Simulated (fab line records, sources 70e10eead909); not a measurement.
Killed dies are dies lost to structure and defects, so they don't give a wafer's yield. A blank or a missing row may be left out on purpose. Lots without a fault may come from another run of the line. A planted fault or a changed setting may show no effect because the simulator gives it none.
fab line records | flow nand_harc
record lots=5 wafers=15 last_day=32
route steps=1302 shown A_CHANNEL_HOLE_D1@450 END@1302
lots that met no fault: from a run of the same line without faults
start_h: hours from the record's first day to the start of the lot's first wafer shown | wait_h: hours since the lot's step before | " the same as in the row above | L1.1+2: a row that stands for several wafers | - no value, or no start given | * or withheld: withheld | < > ~ a bound
route shown NAME@n: a module of which the file shows steps, and the number in the route of the first | usual: mean/standard deviation of fault-free wafers | same: alike in all rows | chamber/n: place in a boat | sites: the reading at each site | _std_site: their standard deviation | _edge_site: outer sites' mean less inner sites' | radius_mm: how far each site lies from the wafer's centre | mask NAME#n: copy n | behind: the tool/chamber that last shaped the wafer | hold: why the lot was held/for how many hours/how that ended | device: the transistor (n, p or np) that didn't switch | end of line: the same wafers' tests at the end of the route | a step without rows: its recipe alone | killed: dies lost to structure and defects at the first sort, not the wafer's yield | map: a wafer's dies, x killed, . not, _ none there
set.NAME: the setting as run; set.NAME@STEP: as run at that earlier step | model.NAME: the simulator's own value behind a step, which no gauge read
lots at some steps of the route; a table a step, a row a wafer
services: from which hour (start_h, from the record's first day; less than 0 if before it) a tool's chamber was out of use, for how many hours, and why
## steps
# step NHARC_A_CHANNEL_HOLE_D1_DEP_00
# recipe target_thk_a=31000 temp_c=400 material=aC
# step NHARC_A_CHANNEL_HOLE_D1_DEP_01
# recipe target_thk_a=1400 target_thk_nm=140 temp_c=400 pressure_torr=3.5 flow_sccm=200 rf_w=350 material=SiON
# step NHARC_A_CHANNEL_HOLE_D1_DEHYDRATE_02
# recipe temp_c=150 time_s=120
# step NHARC_A_CHANNEL_HOLE_D1_HMDS_03
# recipe time_s=30
# step NHARC_A_CHANNEL_HOLE_D1_COAT_36
# recipe temp_c=260 time_s=75
# step NHARC_A_CHANNEL_HOLE_D1_COAT_37
# recipe temp_c=225 time_s=65
# step NHARC_A_CHANNEL_HOLE_D1_COAT_04
# recipe spin_rpm=1500 resist_thk_nm=90
# step NHARC_A_CHANNEL_HOLE_D1_SOFTBAKE_05
# recipe temp_c=105 time_s=55
# step NHARC_A_CHANNEL_HOLE_D1_EBR_06
# step NHARC_A_CHANNEL_HOLE_D1_EXPOSE_07
# recipe na=1.35 target_cd_nm=100 sigma_outer=0.3 dose_mj=59.65 mask_id=HOLE_D1
# usual exposure_dose_mJ_cm2=59.64/0.061 stage_vel_mm_s=500.00/0.22
# columns lot.wafer tool chamber start_h wait_h mask exposure_dose_mJ_cm2 stage_vel_mm_s
L606.2 arfi_scanner-03 0 281.05 - HOLE_D1#0 59.72 500.11
L606.4 " 0 " " HOLE_D1#0 59.67 500.00
L606.5 " 0 " " HOLE_D1#0 59.66 499.99
L608.1 arfi_scanner-03 0 298.38 - HOLE_D1#0 55.30 500.28
L608.3 " 0 " " HOLE_D1#0 55.24 500.25
L608.5 " 0 " " HOLE_D1#0 55.24 500.08
L609.2 arfi_scanner-03 0 310.34 - HOLE_D1#0 56.12 500.27
L609.3 " 0 " " HOLE_D1#0 56.08 500.09
L609.6 " 0 " " HOLE_D1#0 56.10 500.21
L611.3 arfi_scanner-03 0 327.59 - HOLE_D1#0 56.84 499.88
L611.5 " 0 " " HOLE_D1#0 56.79 499.97
L611.6 " 0 " " HOLE_D1#0 56.72 499.75
L617.2 arfi_scanner-01 0 392.55 - HOLE_D1#0 59.73 499.84
L617.4 " 0 " " HOLE_D1#0 59.59 499.71
L617.5 " 0 " " HOLE_D1#0 59.71 499.71
# step NHARC_A_CHANNEL_HOLE_D1_PEB_08
# recipe peb_temp_c=100 peb_time_s=65
# step NHARC_A_CHANNEL_HOLE_D1_DEVELOP_09
# recipe develop_time_s=35 dev_temp_c=23
# step NHARC_A_CHANNEL_HOLE_D1_CD_MEAS_10
# recipe target_cd_nm=100 landing_energy_ev=500
# usual cd_nm=100.1/0.48
# columns lot.wafer tool chamber start_h wait_h cd_nm
L606.2 cd_sem-02 0 281.18 - 99.9
L606.4 " 0 " " 101.3
L606.5 " 0 " " 100.6
L608.1 cd_sem-02 0 298.52 - 97.0
L608.3 " 0 " " 96.2
L608.5 " 0 " " 96.1
L609.2 cd_sem-01 0 310.49 - 97.4
L609.3 " 0 " " 96.9
L609.6 " 0 " " 97.4
L611.3 cd_sem-03 0 327.72 - 97.7
L611.5 " 0 " " 98.0
L611.6 " 0 " " 98.1
L617.2 cd_sem-02 0 392.70 - 100.4
L617.4 " 0 " " 99.6
L617.5 " 0 " " 100.4
# step NHARC_A_CHANNEL_HOLE_D1_DESCUM_15
# recipe time_s=3 o2_flow_sccm=200 ar_flow_sccm=0 bias_power_w=0 chemistry=O2
# usual drypump_motor_current_A=5.9/0.37 oes_product_au=1.001/0.0097 rf_vpp_V=57.7/0.89 showerhead_plenum_p_Torr=1.91/0.075 throttle_valve_pct=11.310/0.0087
# columns lot.wafer tool chamber start_h wait_h drypump_motor_current_A oes_product_au rf_hours_counter_h rf_vpp_V showerhead_plenum_p_Torr throttle_valve_pct model.A_CHANNEL_HOLE_D1.cd_nm
L606.4 rie_diel-10 3 281.39 0.1 6.2 0.995 2 58.4 1.97 11.309 102.1
L606.2 " 0 " " 5.9 0.993 2 57.0 1.86 11.302 99.74
L606.5 " 2 " " 6.0 0.987 - 57.5 1.86 11.303 100.4
L608.3 rie_diel-10 1 298.70 0.1 5.4 0.992 3 58.1 1.95 11.321 96.51
L608.1 " 0 " " 5.9 1.000 3 58.0 1.86 11.308 96.51
L608.5 " 1 " " 5.4 0.985 - 58.0 1.95 11.302 95.72
L609.3 rie_diel-10 3 310.67 0.1 6.2 0.998 4 58.1 1.97 11.318 97.44
L609.2 " 2 " " 6.0 0.998 4 57.9 1.86 11.314 96.93
L609.6 " 3 " " 6.2 0.989 - 57.7 1.97 11.320 97.66
L611.3 rie_diel-10 2 327.94 0.1 6.1 1.008 5 57.9 1.86 11.339 97.45
L611.5 " 3 " " 6.2 0.989 - 58.6 1.97 11.312 98.05
L611.6 " 0 " " 5.9 1.002 - 57.5 1.86 11.308 97.42
L617.2 rie_diel-04 0 392.88 0.1 6.7 1.006 5 59.0 2.07 11.302 100.7
L617.4 " 2 " " 5.1 1.011 6 58.9 2.06 11.322 98.93
L617.5 " 1 " " 5.7 1.020 - 58.0 1.89 11.311 100.6
# step NHARC_A_CHANNEL_HOLE_D1_ETCH_38
# recipe target_depth_a=390 over_etch_frac=0.3 time_s=65 ion_energy_ev=80 cf4_flow_sccm=150 ar_flow_sccm=0 rf_w=300 bias_w=100 chemistry=CF4
# step NHARC_A_CHANNEL_HOLE_D1_ETCH_39
# recipe target_depth_a=2600 over_etch_frac=0.3 time_s=325 ion_energy_ev=200 n2_flow_sccm=150 h2_flow_sccm=150 ar_flow_sccm=0 rf_w=400 bias_w=150 chemistry=N2/H2
# step NHARC_A_CHANNEL_HOLE_D1_ETCH_34
# recipe target_depth_a=1540 time_s=77 cf4_flow_sccm=100 chf3_flow_sccm=30 ar_flow_sccm=0 rf_w=500 bias_w=200 chemistry=CF4/CHF3
# step NHARC_A_CHANNEL_HOLE_D1_ETCH_16
# recipe target_depth_a=31000 over_etch_frac=0.3 time_s=806 ion_energy_ev=150 o2_flow_sccm=400 cos_flow_sccm=20 ar_flow_sccm=0 rf_w=500 bias_w=300 chemistry=O2/COS
# step NHARC_A_CHANNEL_HOLE_D1_ETCH_19
# recipe bias_v=1200 source_w=2500 pressure_mtorr=15 time_s=34.5 ar_flow_sccm=375 c4f8_flow_sccm=28.8 o2_flow_sccm=96.2 temp_c=-20 target_depth_a=* chemistry=C4F8/O2/Ar
# step NHARC_A_CHANNEL_HOLE_D1_ETCH_20
# recipe bias_v=3000 source_w=withheld pressure_mtorr=20 time_s=361.9 ar_flow_sccm=375 c4f8_flow_sccm=89.3 o2_flow_sccm=35.7 temp_c=-20 target_depth_a=16000 chemistry=C4F8/O2/Ar
# step NHARC_A_CHANNEL_HOLE_D1_ETCH_21
# recipe bias_v=3000 source_w=withheld pressure_mtorr=20 time_s=514.3 ar_flow_sccm=375 c4f8_flow_sccm=89.3 o2_flow_sccm=35.7 temp_c=-20 target_depth_a=16000 chemistry=C4F8/O2/Ar
# step NHARC_A_CHANNEL_HOLE_D1_ETCH_22
# recipe bias_v=3000 source_w=withheld pressure_mtorr=20 time_s=666.7 ar_flow_sccm=375 c4f8_flow_sccm=89.3 o2_flow_sccm=35.7 temp_c=-20 target_depth_a=16000 chemistry=C4F8/O2/Ar
# step NHARC_A_CHANNEL_HOLE_D1_ETCH_23
# recipe bias_v=5000 source_w=withheld pressure_mtorr=20 time_s=819 ar_flow_sccm=375 c4f8_flow_sccm=89.3 o2_flow_sccm=35.7 temp_c=-20 target_depth_a=16000 chemistry=C4F8/O2/Ar
# step NHARC_A_CHANNEL_HOLE_D1_ETCH_24
# recipe bias_v=5000 source_w=withheld pressure_mtorr=20 time_s=906.2 ar_flow_sccm=375 c4f8_flow_sccm=93.8 o2_flow_sccm=31.2 temp_c=-20 target_depth_a=15000 chemistry=C4F8/O2/Ar
# step NHARC_A_CHANNEL_HOLE_D1_ETCH_25
# recipe bias_v=5000 source_w=withheld pressure_mtorr=20 time_s=1040.2 ar_flow_sccm=375 c4f8_flow_sccm=93.8 o2_flow_sccm=31.2 temp_c=-20 target_depth_a=15000 chemistry=C4F8/O2/Ar
# step NHARC_A_CHANNEL_HOLE_D1_ETCH_26
# recipe bias_v=300 source_w=2000 pressure_mtorr=30 time_s=224.1 ar_flow_sccm=375 c4f8_flow_sccm=11.4 o2_flow_sccm=113.6 temp_c=-20 target_depth_a=3000 chemistry=C4F8/O2/Ar
# step NHARC_A_CHANNEL_HOLE_D1_ETCH_33
# recipe bias_v=400 source_w=2000 pressure_mtorr=25 time_s=90 ar_flow_sccm=375 c4f8_flow_sccm=41.7 o2_flow_sccm=83.3 temp_c=-20 target_depth_a=4000 chemistry=C4F8/O2/Ar
# step NHARC_A_CHANNEL_HOLE_D1_STRIP_41
# recipe n2_flow_sccm=150 h2_flow_sccm=150 ar_flow_sccm=0 bias_w=0 chemistry=N2/H2
# step NHARC_A_CHANNEL_HOLE_D1_STRIP_42
# recipe cf4_flow_sccm=100 chf3_flow_sccm=30 ar_flow_sccm=0 bias_w=0 chemistry=CF4/CHF3
# step NHARC_A_CHANNEL_HOLE_D1_STRIP_43
# recipe o2_flow_sccm=400 cos_flow_sccm=20 ar_flow_sccm=0 bias_w=0 chemistry=O2/COS
# step NHARC_A_CHANNEL_HOLE_D1_ETCH_44
# recipe target_depth_a=1400 overetch_a=140 time_s=77 ion_energy_ev=100 cf4_flow_sccm=80 o2_flow_sccm=20 ar_flow_sccm=0 rf_w=300 bias_w=100 chemistry=CF4/O2
# usual drypump_motor_current_A=5.8/0.38 oes_product_au=0.999/0.0099 rf_vpp_V=198.0/1.3 showerhead_plenum_p_Torr=1.34/0.054 throttle_valve_pct=13.398/0.0089
# columns lot.wafer tool chamber start_h wait_h drypump_motor_current_A oes_product_au rf_hours_counter_h rf_vpp_V showerhead_plenum_p_Torr throttle_valve_pct model.A_CHANNEL_HOLE_D1.cd_nm
L606.2 rie_diel-04 3 291.61 0.1 5.5 1.007 35 196.5 1.25 13.400 90.87
L606.4 " 0 " " 6.6 1.015 34 195.5 1.24 13.394 93.45
L606.5 " 1 " " 5.7 1.002 - 197.6 1.33 13.397 90.52
L608.1 rie_diel-10 0 304.63 0.1 5.9 1.002 4 197.3 1.30 13.396 85.95
L608.3 " 3 " " 6.2 0.989 4 199.6 1.37 13.395 85.71
L608.5 " 0 " " 5.9 0.990 - 195.7 1.30 13.402 86.27
L609.3 rie_diel-10 0 316.56 0.1 5.9 1.003 5 196.9 1.30 13.396 85.56
L609.2 " 3 " " 6.2 0.997 5 199.4 1.37 13.407 85.15
L609.6 " 0 " " 5.9 0.997 - 196.7 1.30 13.393 85.86
L611.3 rie_diel-04 1 333.81 0.1 5.8 1.009 55 198.9 1.32 13.413 89.22
L611.5 " 1 " " 5.8 1.015 - 196.9 1.32 13.403 90.18
L611.6 " 2 " " 5.1 0.995 - 198.8 1.43 13.405 89.14
L617.4 rie_diel-10 2 402.89 0.1 6.0 1.002 10 196.5 1.29 13.399 91.07
L617.2 " 0 " " 5.9 1.005 11 197.2 1.30 13.409 88.97
L617.5 " 2 " " 6.0 1.000 - 198.1 1.29 13.400 91.53
# step NHARC_A_CHANNEL_HOLE_D1_STRIP_27
# recipe o2_flow_sccm=500 ar_flow_sccm=0 bias_w=0 chemistry=O2
# step NHARC_END_SORT_01
# recipe temp_c=25
# usual killed_at_array=53/21 killed_at_other=0.8/1.1 killed_at_periphery=4.2/2.7 killed_dies=58/22 killed_open=3.4/1.9 killed_short=2.5/1.6
# same gross_dies=677
# columns lot.wafer tool chamber start_h wait_h killed_at_array killed_at_other killed_at_periphery killed_dies killed_open killed_short
L606.2 prober-02 0 685.86 2.8 52 0 5 57 4 2
L606.4 prober-02 0 687.47 3.4 59 1 3 63 4 0
L606.5 prober-02 0 688.28 3.7 50 0 11 61 6 2
L608.1 prober-02 0 696.47 2.5 38 0 3 41 3 4
L608.3 prober-02 0 698.04 3.1 44 0 6 50 8 1
L608.5 prober-02 0 699.62 3.6 42 0 1 43 3 2
L609.2 prober-01 0 697.28 2.8 52 0 5 57 4 5
L609.3 prober-01 0 698.08 3.1 59 1 2 62 8 2
L609.6 prober-01 0 700.48 4.0 53 0 9 62 5 4
L611.3 prober-02 0 733.92 3.1 46 2 1 49 2 1
L611.5 prober-02 0 735.53 3.7 52 1 3 56 5 5
L611.6 prober-02 0 736.34 4.0 52 1 1 54 3 4
L617.2 prober-02 0 774.63 2.8 69 0 1 70 2 3
L617.4 prober-02 0 776.23 3.4 58 0 3 61 2 6
L617.5 prober-02 0 777.03 3.7 75 1 1 77 4 1
# killed by level:class
L606.2 A_SLIT:chamber_film_flake=26 A_CHANNEL_HOLE_D2:chamber_film_flake=8 A_CHANNEL_HOLE_D1:chamber_film_flake=4 A_M1:chamber_film_flake=3 A_CHANNEL_FILL_D2:geometric_particle:short=2 P_BONDPAD:chamber_film_flake=2 A_CHANNEL_FILL_D2:chamber_film_flake=2 A_CONTACT:chamber_film_flake=2
L606.4 A_SLIT:chamber_film_flake=32 A_CHANNEL_HOLE_D2:chamber_film_flake=14 A_CHANNEL_HOLE_D1:chamber_film_flake=5 P_GATE:chamber_film_flake=2 A_CONTACT:chamber_film_flake=2 A_M1:chamber_film_flake=2 P_M0:geometric_particle:open=1 A_CHANNEL_FILL_D2:geometric_particle:open=1
L606.5 A_SLIT:chamber_film_flake=32 A_CHANNEL_HOLE_D2:chamber_film_flake=10 P_GATE:chamber_film_flake=4 P_BONDPAD:chamber_film_flake=4 A_WL_FILL:geometric_particle:open=2 P_GATE:geometric_particle:open=1 A_ONON_D1:geometric_particle:open=1 A_WL_FILL:geometric_particle:short=1
L608.1 A_CHANNEL_HOLE_D1:chamber_film_flake=29 P_STI:geometric_particle:short=2 A_WL_FILL:geometric_particle:open=2 A_CONTACT:chamber_film_flake=2 A_CHANNEL_FILL_D1:geometric_particle:short=1 A_DECK1_JOINT:geometric_particle:short=1 A_M1:geometric_particle:open=1 P_ZERO_WELL:chamber_film_flake=1
L609.2 A_CHANNEL_HOLE_D1:chamber_film_flake=30 A_STAIRCASE:chamber_film_flake=6 A_CONTACT:chamber_film_flake=4 P_M1:chamber_film_flake=3 A_ONON_D2:geometric_particle:short=2 A_ZERO_WELL:chamber_film_flake=2 P_CONTACT:geometric_particle:short=1 A_ONON_D1:geometric_particle:open=1
L608.3 A_CHANNEL_HOLE_D1:chamber_film_flake=32 P_CONTACT:geometric_particle:open=3 P_CONTACT:chamber_film_flake=2 A_SLIT:chamber_film_flake=2 A_ONON_D1:geometric_particle:open=1 A_CHANNEL_HOLE_D1:geometric_particle:open=1 A_CHANNEL_FILL_D1:geometric_particle:open=1 A_DECK1_JOINT:geometric_particle:short=1
L609.3 A_CHANNEL_HOLE_D1:chamber_film_flake=34 A_SLIT:chamber_film_flake=6 A_CONTACT:chamber_film_flake=6 A_ONON_D2:geometric_particle:open=3 A_WL_FILL:chamber_film_flake=2 P_M0:geometric_particle:open=1 A_CHANNEL_FILL_D1:geometric_particle:open=1 A_CHANNEL_FILL_D1:geometric_particle:short=1
L608.5 A_CHANNEL_HOLE_D1:chamber_film_flake=33 A_CONTACT:chamber_film_flake=3 A_ONON_D1:geometric_particle:short=1 A_CHANNEL_HOLE_D1:geometric_particle:open=1 A_CHANNEL_FILL_D1:geometric_particle:open=1 A_STAIRCASE:geometric_particle:short=1 A_M0:geometric_particle:open=1 P_ZERO_WELL:chamber_film_flake=1
L609.6 A_CHANNEL_HOLE_D1:chamber_film_flake=34 P_M1:chamber_film_flake=5 A_STAIRCASE:chamber_film_flake=4 A_CONTACT:chamber_film_flake=4 P_M0:geometric_particle:open=3 A_WL_FILL:chamber_film_flake=2 A_SOURCE_PLATE:geometric_particle:open=1 A_ONON_D1:geometric_particle:short=1
L611.3 A_CHANNEL_HOLE_D1:chamber_film_flake=37 A_STAIRCASE:chamber_film_flake=2 A_CONTACT:chamber_film_flake=2 THIN_TSV:chamber_film_flake=2 A_ONON_D2:geometric_particle:short=1 A_CONTACT:geometric_particle:open=1 A_M0:geometric_particle:open=1 P_STI:chamber_film_flake=1
L611.5 A_CHANNEL_HOLE_D1:chamber_film_flake=32 A_STAIRCASE:chamber_film_flake=5 A_CHANNEL_FILL_D2:geometric_particle:open=2 A_M0:geometric_particle:short=2 A_SLIT:chamber_film_flake=2 A_CONTACT:chamber_film_flake=2 P_CONTACT:geometric_particle:short=1 P_M0:geometric_particle:open=1
L611.6 A_CHANNEL_HOLE_D1:chamber_film_flake=36 A_SLIT:chamber_film_flake=3 A_CONTACT:chamber_film_flake=3 A_STAIRCASE:chamber_film_flake=2 P_CONTACT:geometric_particle:open=1 A_CHANNEL_FILL_D1:geometric_particle:short=1 A_CHANNEL_FILL_D1:geometric_particle:open=1 A_SGD_CUT:geometric_particle:short=1
L617.2 A_SLIT:chamber_film_flake=33 A_CHANNEL_HOLE_D2:chamber_film_flake=17 A_CONTACT:chamber_film_flake=10 A_STAIRCASE:chamber_film_flake=5 P_M0:geometric_particle:short=1 A_SOURCE_PLATE:geometric_particle:short=1 A_ONON_D1:geometric_particle:open=1 A_CHANNEL_FILL_D1:geometric_particle:short=1
L617.4 A_CHANNEL_HOLE_D2:chamber_film_flake=21 A_SLIT:chamber_film_flake=18 A_CONTACT:chamber_film_flake=4 A_CHANNEL_FILL_D1:chamber_film_flake=3 A_STAIRCASE:chamber_film_flake=3 A_WL_FILL:chamber_film_flake=2 P_GATE:geometric_particle:short=1 P_M0:geometric_particle:short=1
L617.5 A_SLIT:chamber_film_flake=31 A_CHANNEL_HOLE_D2:chamber_film_flake=24 A_CONTACT:chamber_film_flake=8 A_STAIRCASE:chamber_film_flake=5 A_CHANNEL_FILL_D1:geometric_particle:open=1 A_CHANNEL_HOLE_D2:geometric_particle:open=1 A_CHANNEL_HOLE_D2:geometric_particle:short=1 A_CHANNEL_FILL_D2:geometric_particle:open=1
## services
# columns tool chamber start_h hours kind
rie_diel-10 0 276.21 - clean
rie_diel-10 1 276.21 - clean
rie_diel-10 2 276.21 - clean
rie_diel-10 3 276.21 - clean
rie_diel-10 0 300.71 - clean
rie_diel-10 1 300.71 - clean
rie_diel-10 2 300.71 - clean
rie_diel-10 3 300.71 - clean
rie_diel-10 0 325.22 - clean
rie_diel-10 1 325.22 - clean
rie_diel-10 2 325.22 - clean
rie_diel-10 3 325.22 - clean
rie_diel-04 0 344.27 10.1 repair
rie_diel-10 0 349.72 - clean
rie_diel-10 1 349.72 - clean
rie_diel-10 2 349.72 - clean
rie_diel-10 3 349.72 - clean
rie_diel-04 - 358.78 9.0 pm
arfi_scanner-03 - 373.62 5.9 repair
rie_diel-10 0 374.22 - clean
rie_diel-10 1 374.22 - clean
rie_diel-10 2 374.22 - clean
arfi_scanner-03 - 379.54 4.0 pm
arfi_scanner-03 - 384.18 8.2 repair
## key
first_sign step=NHARC_A_CHANNEL_HOLE_D1_EXPOSE_07 reading=exposure_dose_mJ_cm2 direction=down sigmas=59 usual=59.64 struck=56.05
effect step=NHARC_A_CHANNEL_HOLE_D1_CD_MEAS_10 reading=cd_nm direction=down sigmas=6 usual=100.1 struck=97.2 through=control_loop
model_effect step=NHARC_A_CHANNEL_HOLE_D1_DESCUM_15 value=A_CHANNEL_HOLE_D1.cd_nm without=100 struck=97.08
model_effect step=NHARC_A_CHANNEL_HOLE_D1_ETCH_44 value=A_CHANNEL_HOLE_D1.cd_nm without=89.96 struck=87
met_at NHARC_A_CHANNEL_HOLE_D1_EXPOSE_07
struck_wafers L608.1,L608.3,L608.5,L609.2,L609.3,L609.6,L611.3,L611.5,L611.6
tester_left_out L608,L609,L611
loop_trim step=NHARC_A_CHANNEL_HOLE_D1_EXPOSE_07 setting=dose lots=L609,L611
onset_between 281.05 298.38
fault kind=process_parameter_drift tool=arfi_scanner-03 chamber=- onset_h=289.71 steps=NHARC_A_CHANNEL_HOLE_D1_EXPOSE_07 channel=dose_mj offset=-4.3842 shape=step acts_in=these_recipes_only stated=59.65
# tester_left_out: of these lots the tester's yield and bins aren't shown, on N5 and GAA mostly nor the transistor test; their killed dies are dies lost to structure and defects alone, not to doping, threshold or leakage, so they don't give the yield
# loop_trim: a control loop set the setting to another value than it would have without faults
